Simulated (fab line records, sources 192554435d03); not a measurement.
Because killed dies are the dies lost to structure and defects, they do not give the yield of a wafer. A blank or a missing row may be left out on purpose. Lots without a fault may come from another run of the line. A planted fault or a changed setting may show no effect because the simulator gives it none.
Matching of chambers || flow n5 finfet || 4 sister chambers for N5_BEOL_M2_CMP_52 on cmp-04
The step polishes, stops on SiOC, t overpolish 6.8 s, target thk 40 nm. 8 wafers are shown with their chamber, then 8 later ones without.

## WAFERS WITH THEIR CHAMBER
{"wafer": "L085.2", "chamber": 1, "motor current A (A)": 6.1, "time to endpoint s (s)": 67.0}
{"wafer": "L085.6", "chamber": 0, "motor current A (A)": 6.5, "time to endpoint s (s)": 62.8}
{"wafer": "L086.1", "chamber": 1, "motor current A (A)": 6.3, "time to endpoint s (s)": 64.6}
{"wafer": "L086.3", "chamber": 3, "motor current A (A)": 7.5, "time to endpoint s (s)": 65.2}
{"wafer": "L089.1", "chamber": 3, "motor current A (A)": 7.4, "time to endpoint s (s)": 63.9}
{"wafer": "L089.4", "chamber": 2, "motor current A (A)": 6.9, "time to endpoint s (s)": 59.3}
{"wafer": "L089.6", "chamber": 0, "motor current A (A)": 6.2, "time to endpoint s (s)": 58.6}
{"wafer": "L090.3", "chamber": 2, "motor current A (A)": 6.9, "time to endpoint s (s)": 59.0}

## WAFERS WHOSE CHAMBER IS MISSING
{"wafer": "L090.4", "motor current A (A)": 7.2, "time to endpoint s (s)": 63.2}
{"wafer": "L090.6", "motor current A (A)": 6.4, "time to endpoint s (s)": 63.3}
{"wafer": "L091.2", "motor current A (A)": 7.4, "time to endpoint s (s)": 66.6}
{"wafer": "L091.5", "motor current A (A)": 6.4, "time to endpoint s (s)": 63.6}
{"wafer": "L091.6", "motor current A (A)": 7.3, "time to endpoint s (s)": 64.0}
{"wafer": "L097.3", "motor current A (A)": 6.7, "time to endpoint s (s)": 66.0}
{"wafer": "L097.4", "motor current A (A)": 6.7, "time to endpoint s (s)": 67.2}
{"wafer": "L097.5", "motor current A (A)": 6.6, "time to endpoint s (s)": 61.8}

## CHAMBER TAKEN BY EACH
{"wafer": "L090.4", "from the rows above": "can't be placed: 3 or 2", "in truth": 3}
{"wafer": "L090.6", "from the rows above": "can't be placed: 0 or 1", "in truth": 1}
{"wafer": "L091.2", "from the rows above": 3, "in truth": 3}
{"wafer": "L091.5", "from the rows above": "can't be placed: 0 or 1", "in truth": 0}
{"wafer": "L091.6", "from the rows above": 3, "in truth": 3}
{"wafer": "L097.3", "from the rows above": "can't be placed: 1 or 0 or 2 or 3", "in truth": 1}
{"wafer": "L097.4", "from the rows above": "can't be placed: 1 or 0 or 2", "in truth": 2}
{"wafer": "L097.5", "from the rows above": "can't be placed: 0 or 2 or 1", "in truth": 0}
2 of 8 placed correctly. Cannot be placed on the basis of these rows: 6; the candidates contain the true chamber in 6. Number placed wrongly: 0.
How it was worked out, from the rows above alone: a wafer's distance from a chamber is the root of the sum, over the readings, of the square of ((its reading less the chamber's mean) divided by the reading's scatter). The wafer belongs to the nearest chamber; if the next one is less than 2 further off, it can't be placed. For every chamber, the mean is computed from those of its wafers that are shown. The scatter: the root of (the sum of the squares of (reading less its chamber's mean) over the shown wafers, divided by (wafers less chambers)).
